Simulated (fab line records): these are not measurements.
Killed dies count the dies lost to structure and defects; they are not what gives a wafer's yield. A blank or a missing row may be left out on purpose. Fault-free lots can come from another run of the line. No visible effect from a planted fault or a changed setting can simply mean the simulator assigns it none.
fab line records + flow n5-finfet + part 2 of 2: steps 28 to 33 of 33
record:
- lots: 5
- wafers: 15
- last-day: 18
route steps=1938 shown BEOL_M12@1643 BEOL_M13@1659
lots that met no fault: from a run of the same line without faults
start-h: the number of hours between the record's first day and the start of the first shown wafer of the lot + wait-h: hours elapsed since this lot's preceding step + " identical to the entry in the row above + L1.1+2: a single row standing in for several wafers + - either no value or no given start + * or withheld: withheld + < > ~ a bound
route shown NAME@n: names a module that has steps shown in the file, with the first one's number in the route + usual: average and standard deviation across the fault-free wafers + same: alike in all rows + chamber/n: place in a boat + sites: each site's reading + _std_site: the values' standard deviation + _edge_site: inner sites' mean taken away from outer sites' mean + radius-mm: how far each site lies from the wafer's centre + mask NAME#n: copy n + behind: the last tool/chamber to shape the wafer + hold: cause of the lot's hold/its duration in hours/its outcome + device: which transistor (n, p or np) failed to switch + end of line: the tests these same wafers got at the end of their route + step lacking rows: just its recipe + killed: count of dies lost to structure and defects at first sort (not the wafer's yield) + map: dies across one wafer; x = killed, . = not, _ = none there
set.NAME: the setting as run; set.NAME@STEP: as run at that earlier step + model.NAME: the simulator's own value behind a step, which no gauge read
lots seen at some steps along the route; tables by step, rows by wafer
services: the hour from which a tool's chamber was out of use, counted from the record's first day as start-h (under 0 if before that day), plus the number of hours and why
== steps ==
step: N5_BEOL_M13_OVL_MEAS_11
recipe:
- points-per-wafer: 44
usual:
- V12_OVL: 1/4.8
| lot.wafer | tool       | chamber | start-h | wait-h | V12_OVL[nm] |
|-----------|------------|---------|---------|--------|-------------|
| L079.1    | overlay-02 | 0       | 311.43  | 0.0    | 1           |
| L079.2    | "          | 0       | "       | "      | -5          |
| L079.3    | "          | 0       | "       | "      | -7          |
| L089.1    | overlay-02 | 0       | 349.52  | 0.0    | 2           |
| L089.2    | "          | 0       | "       | "      | 1           |
| L089.5    | "          | 0       | "       | "      | -2          |
| L091.1    | overlay-02 | 0       | 376.11  | 0.0    | 0           |
| L091.5    | "          | 0       | "       | "      | 0           |
| L091.6    | "          | 0       | "       | "      | 8           |
| L093.1    | overlay-01 | 0       | 378.29  | 0.0    | 3           |
| L093.5    | "          | 0       | "       | "      | 2           |
| L093.6    | "          | 0       | "       | "      | 0           |
| L094.1    | overlay-02 | 0       | 387.63  | 0.0    | -7          |
| L094.3    | "          | 0       | "       | "      | -4          |
| L094.6    | "          | 0       | "       | "      | 0           |
step: N5_BEOL_M13_INSPECT_12
recipe:
- mode: adi
- inspect-instrument: macro
usual:
- raw-defect-count: 1.9/1.5
| lot.wafer | tool              | chamber | start-h | wait-h | raw-defect-count |
|-----------|-------------------|---------|---------|--------|------------------|
| L079.1    | defect-inspect-01 | -       | 311.45  | 0.0    | 2                |
| L079.2    | "                 | -       | "       | "      | 0                |
| L079.3    | "                 | -       | "       | "      | 3                |
| L089.1    | defect-inspect-01 | -       | 349.55  | 0.0    | 3                |
| L089.2    | "                 | -       | "       | "      | 0                |
| L089.5    | "                 | -       | "       | "      | 2                |
| L091.1    | defect-inspect-02 | -       | 376.14  | 0.0    | 1                |
| L091.5    | "                 | -       | "       | "      | 0                |
| L091.6    | "                 | -       | "       | "      | 2                |
| L093.1    | defect-inspect-02 | -       | 378.32  | 0.0    | 3                |
| L093.5    | "                 | -       | "       | "      | 2                |
| L093.6    | "                 | -       | "       | "      | 1                |
| L094.1    | defect-inspect-02 | -       | 387.66  | 0.0    | 0                |
| L094.3    | "                 | -       | "       | "      | 2                |
| L094.6    | "                 | -       | "       | "      | 3                |
step: N5_BEOL_M13_DESCUM_15
recipe:
- chemistry: O2
- time-s: 7.9
- source-power-w: 50
- bias-power-w: 20
- pressure-mtorr: 20
- rf-frequency-hz: 2.712e+07
- temp-c: 40
- o2-flow-sccm: 225
usual:
- drypump-motor-current-A: 5.8/0.57
- oes-product-au: 0.80/0.079
- rf-vpp-V: 242.7/1.2
- showerhead-plenum-p-Torr: 2.07/0.063
- throttle-valve-pct: 20.35/0.23
| lot.wafer | tool        | chamber | start-h | wait-h | drypump-motor-current-A | oes-product-au | rf-hours-counter-h | rf-vpp-V | showerhead-plenum-p-Torr | throttle-valve-pct |
|-----------|-------------|---------|---------|--------|-------------------------|----------------|--------------------|----------|--------------------------|--------------------|
| L079.1    | rie-diel-02 | 3       | 311.49  | 0.0    | 4.8                     | 0.78           | 101                | 241.6    | 2.01                     | 20.12              |
| L079.2    | "           | 1       | "       | "      | 6.4                     | 0.83           | 70                 | 246.6    | 2.22                     | 20.45              |
| L079.3    | "           | 2       | "       | "      | 6.1                     | 0.79           | 105                | 244.2    | 2.11                     | 20.55              |
| L089.1    | rie-diel-05 | 2       | 349.58  | 0.0    | 5.3                     | 0.84           | 77                 | 242.0    | 2.03                     | 20.29              |
| L089.2    | "           | 1       | "       | "      | 6.0                     | 0.71           | 201                | 240.9    | 2.08                     | 20.26              |
| L089.5    | "           | 2       | "       | "      | 5.3                     | 0.84           | -                  | 241.4    | 2.03                     | 20.26              |
| L091.1    | rie-diel-02 | 3       | 376.28  | 0.1    | 4.7                     | 0.76           | 123                | 241.3    | 2.01                     | 20.15              |
| L091.5    | "           | 3       | "       | "      | 4.7                     | 0.77           | -                  | 242.8    | 2.01                     | 20.17              |
| L091.6    | "           | 2       | "       | "      | 6.1                     | 0.76           | -                  | 243.1    | 2.11                     | 20.59              |
| L093.1    | rie-diel-05 | 3       | 378.35  | 0.0    | 5.8                     | 0.71           | 203                | 244.4    | 2.18                     | 20.25              |
| L093.5    | "           | 0       | "       | "      | 5.0                     | 0.72           | -                  | 245.0    | 2.16                     | 20.33              |
| L093.6    | "           | 3       | "       | "      | 5.8                     | 0.71           | -                  | 243.7    | 2.18                     | 20.26              |
| L094.1    | rie-diel-06 | 2       | 387.69  | 0.0    | 6.6                     | 0.89           | 37                 | 242.6    | 2.05                     | 20.40              |
| L094.3    | "           | 1       | "       | "      | 5.2                     | 0.75           | 158                | 239.9    | 2.01                     | 20.51              |
| L094.6    | "           | 3       | "       | "      | 5.8                     | 0.75           | -                  | 241.6    | 2.01                     | 20.71              |
step: N5_BEOL_M13_ETCH_59
recipe:
- chemistry: N2/H2
- target: BARC
- target-depth-a: 890
- overetch-a: 267
- time-s: 67.9
- ion-energy-ev: 200
- pressure-mtorr: 30
- source-w: 840
- bias-w: 150
- n2-flow-sccm: 200
- h2-flow-sccm: 200
usual:
- drypump-motor-current-A: 5.8/0.57
- oes-product-au: 0.68/0.064
- rf-vpp-V: 523.1/2.1
- showerhead-plenum-p-Torr: 2.51/0.075
- throttle-valve-pct: 17.76/0.19
| lot.wafer | tool        | chamber | start-h | wait-h | drypump-motor-current-A | oes-product-au | rf-hours-counter-h | rf-vpp-V | showerhead-plenum-p-Torr | throttle-valve-pct |
|-----------|-------------|---------|---------|--------|-------------------------|----------------|--------------------|----------|--------------------------|--------------------|
| L079.1    | rie-diel-02 | 3       | 311.52  | 0.0    | 4.8                     | 0.67           | 101                | 522.1    | 2.46                     | 17.63              |
| L079.2    | "           | 1       | "       | "      | 6.4                     | 0.71           | 70                 | 528.2    | 2.69                     | 17.87              |
| L079.3    | "           | 2       | "       | "      | 6.1                     | 0.66           | 105                | 524.8    | 2.56                     | 17.94              |
| L089.1    | rie-diel-05 | 2       | 349.62  | 0.0    | 5.3                     | 0.72           | 77                 | 522.5    | 2.47                     | 17.79              |
| L089.2    | "           | 1       | "       | "      | 6.0                     | 0.61           | 201                | 521.7    | 2.51                     | 17.57              |
| L089.5    | "           | 2       | "       | "      | 5.3                     | 0.72           | -                  | 522.2    | 2.47                     | 17.77              |
| L091.1    | rie-diel-02 | 3       | 376.31  | 0.0    | 4.7                     | 0.65           | 123                | 521.0    | 2.45                     | 17.67              |
| L091.5    | "           | 3       | "       | "      | 4.7                     | 0.65           | -                  | 520.0    | 2.45                     | 17.66              |
| L091.6    | "           | 2       | "       | "      | 6.1                     | 0.65           | -                  | 523.4    | 2.55                     | 17.98              |
| L093.1    | rie-diel-05 | 3       | 378.38  | 0.0    | 5.8                     | 0.61           | 203                | 526.1    | 2.63                     | 17.66              |
| L093.5    | "           | 0       | "       | "      | 5.1                     | 0.62           | -                  | 527.1    | 2.63                     | 17.77              |
| L093.6    | "           | 3       | "       | "      | 5.8                     | 0.62           | -                  | 526.4    | 2.63                     | 17.64              |
| L094.1    | rie-diel-06 | 2       | 387.73  | 0.0    | 6.6                     | 0.76           | 37                 | 522.7    | 2.48                     | 17.73              |
| L094.3    | "           | 1       | "       | "      | 5.2                     | 0.64           | 158                | 520.6    | 2.44                     | 17.89              |
| L094.6    | "           | 3       | "       | "      | 5.8                     | 0.64           | -                  | 519.4    | 2.43                     | 18.10              |
step: N5_BEOL_M13_VIA_ETCH_16
recipe:
- chemistry: C4F8/O2/Ar
- target: SiOC
- pressure-mtorr: 30
- source-w: 3000
- bias-w: 700
- Ar_flow_sccm: 400
- C4F8_flow_sccm: 15
- O2_flow_sccm: 8
- he-inner-torr: 15
- he-outer-torr: 30
- target-depth-a: 9217
- time-s: withheld
- ion-energy-ev: 250
- ends: cleared
usual:
- drypump-motor-current-A: 5.8/0.57
- he-outer-torr: 29.99/0.065
- oes-product-au: 0.72/0.071
- rf-vpp-V: 664.4/2.7
- showerhead-plenum-p-Torr: 3.38/0.096
- throttle-valve-pct: 24.08/0.22
| lot.wafer | tool        | chamber | start-h | wait-h | drypump-motor-current-A | he-outer-torr | oes-product-au | rf-vpp-V | showerhead-plenum-p-Torr | throttle-valve-pct |
|-----------|-------------|---------|---------|--------|-------------------------|---------------|----------------|----------|--------------------------|--------------------|
| L079.1    | rie-diel-02 | 3       | 311.57  | 0.0    | 4.7                     | 30.09         | 0.71           | 662.8    | 3.29                     | 23.85              |
| L079.2    | "           | 1       | "       | "      | 6.4                     | 29.84         | 0.74           | 670.6    | 3.61                     | 24.22              |
| L079.3    | "           | 2       | "       | "      | 6.1                     | 29.95         | 0.71           | 666.7    | 3.45                     | 24.34              |
| L089.1    | rie-diel-05 | 2       | 349.67  | 0.0    | 5.3                     | 29.94         | 0.76           | 663.5    | 3.33                     | 24.08              |
| L089.2    | "           | 1       | "       | "      | 6.0                     | 30.06         | 0.65           | 664.6    | 3.38                     | 23.90              |
| L089.5    | "           | 2       | "       | "      | 5.3                     | 29.93         | 0.76           | 661.4    | 3.33                     | 24.08              |
| L091.1    | rie-diel-02 | 3       | 376.37  | 0.0    | 4.8                     | 30.02         | 0.69           | 660.9    | 3.28                     | 23.89              |
| L091.5    | "           | 3       | "       | "      | 4.7                     | 30.00         | 0.70           | 661.4    | 3.28                     | 23.88              |
| L091.6    | "           | 2       | "       | "      | 6.1                     | 30.02         | 0.68           | 667.5    | 3.44                     | 24.37              |
| L093.1    | rie-diel-05 | 3       | 378.44  | 0.0    | 5.8                     | 29.98         | 0.63           | 668.8    | 3.51                     | 23.85              |
| L093.5    | "           | 0       | "       | "      | 5.0                     | 29.99         | 0.64           | 669.1    | 3.52                     | 24.03              |
| L093.6    | "           | 3       | "       | "      | 5.8                     | 29.99         | 0.63           | 669.3    | 3.51                     | 23.83              |
| L094.1    | rie-diel-06 | 2       | 387.78  | 0.0    | 6.6                     | 30.09         | 0.81           | 663.3    | 3.34                     | 24.11              |
| L094.3    | "           | 1       | "       | "      | 5.3                     | 29.85         | 0.68           | 662.4    | 3.28                     | 24.18              |
| L094.6    | "           | 3       | "       | "      | 5.8                     | 30.03         | 0.67           | 662.9    | 3.28                     | 24.45              |
step: N5_BEOL_M13_STRIP_63
recipe:
- chemistry: N2/H2
- power-w: 1000
- temp-c: 250
- h2-frac: 0.65
- overash-fraction: 0.3
- pressure-mtorr: 1000
- n2-flow-sccm: 1750
- h2-flow-sccm: 3250
usual:
- drypump-motor-current-A: 5.7/0.51
- heater-power-w: 358/49
- oes-product-au: 0.674/0.0051
- strip-time-to-endpoint-s: 27.9/0.97
| lot.wafer | tool            | chamber | start-h | wait-h | drypump-motor-current-A | heater-power-w | oes-product-au | rf-hours-counter-h | strip-time-to-endpoint-s |
|-----------|-----------------|---------|---------|--------|-------------------------|----------------|----------------|--------------------|--------------------------|
| L079.1    | plasma-asher-01 | 0       | 311.83  | -      | 6.0                     | 270            | 0.669          | 136                | 27.8                     |
| L079.2    | "               | 1       | "       | "      | 6.5                     | 348            | 0.672          | 136                | 27.6                     |
| L079.3    | "               | 1       | "       | "      | 6.5                     | 357            | 0.680          | -                  | 27.6                     |
| L089.1    | plasma-asher-02 | 0       | 349.90  | -      | 5.1                     | 349            | 0.673          | 89                 | 27.8                     |
| L089.2    | "               | 1       | "       | "      | 5.9                     | 425            | 0.679          | 89                 | 29.4                     |
| L089.5    | "               | 0       | "       | "      | 5.1                     | 356            | 0.679          | -                  | 28.7                     |
| L091.1    | plasma-asher-02 | 0       | 376.60  | -      | 5.1                     | 354            | 0.668          | 93                 | 29.3                     |
| L091.5    | "               | 1       | "       | "      | 5.9                     | 408            | 0.683          | -                  | 29.6                     |
| L091.6    | "               | 0       | "       | "      | 5.1                     | 338            | 0.673          | -                  | 27.8                     |
| L093.1    | plasma-asher-02 | 0       | 378.67  | -      | 5.1                     | 348            | 0.678          | 94                 | 28.1                     |
| L093.5    | "               | 1       | "       | "      | 5.9                     | 402            | 0.670          | -                  | 27.5                     |
| L093.6    | "               | 0       | "       | "      | 5.1                     | 351            | 0.676          | -                  | 27.0                     |
| L094.1    | plasma-asher-02 | 1       | 388.01  | -      | 5.8                     | 420            | 0.667          | 96                 | 28.1                     |
| L094.3    | "               | 0       | "       | "      | 5.1                     | 354            | 0.671          | -                  | 27.8                     |
| L094.6    | "               | 1       | "       | "      | 5.8                     | 423            | 0.676          | -                  | 27.8                     |
== services ==
| tool            | chamber | start-h | hours | kind   |
|-----------------|---------|---------|-------|--------|
| krf-scanner-01  | -       | 285.55  | 0.3   | repair |
| plasma-asher-02 | -       | 288.01  | 2.1   | repair |
| cmp-03          | -       | 292.87  | 4.8   | pm     |
| pvd-sputter-02  | -       | 295.39  | 5.2   | repair |
| rie-diel-05     | 0       | 295.90  | 7.5   | repair |
| pecvd-03        | 0       | 296.00  | 7.2   | repair |
| rie-diel-02     | -       | 306.21  | 0.9   | repair |
| plasma-asher-02 | -       | 310.20  | 14.6  | pm     |
| rie-diel-05     | -       | 311.94  | 4.3   | pm     |
| rie-diel-06     | 0       | 313.92  | 13.7  | repair |
| cmp-04          | -       | 316.71  | 4.0   | pm     |
| pecvd-03        | 2       | 318.15  | 4.3   | repair |
| krf-scanner-01  | -       | 325.57  | 1.0   | pm     |
| plasma-asher-02 | -       | 332.58  | 3.2   | repair |
| rie-diel-05     | -       | 332.69  | 0.7   | repair |
| cmp-02          | -       | 335.62  | 5.2   | pm     |
| ecd-cu-01       | -       | 343.97  | 2.1   | repair |
| krf-scanner-01  | -       | 345.63  | 0.8   | pm     |
| wet-bench-06    | -       | 356.69  | 3.2   | repair |
| pecvd-03        | -       | 363.53  | 2.8   | pm     |
| ecd-cu-01       | -       | 364.29  | 1.8   | repair |
| pvd-sputter-02  | -       | 366.81  | 8.6   | repair |
| rtp-anneal-02   | -       | 383.37  | 2.9   | pm     |
| rie-diel-06     | 0       | 386.48  | 5.5   | repair |
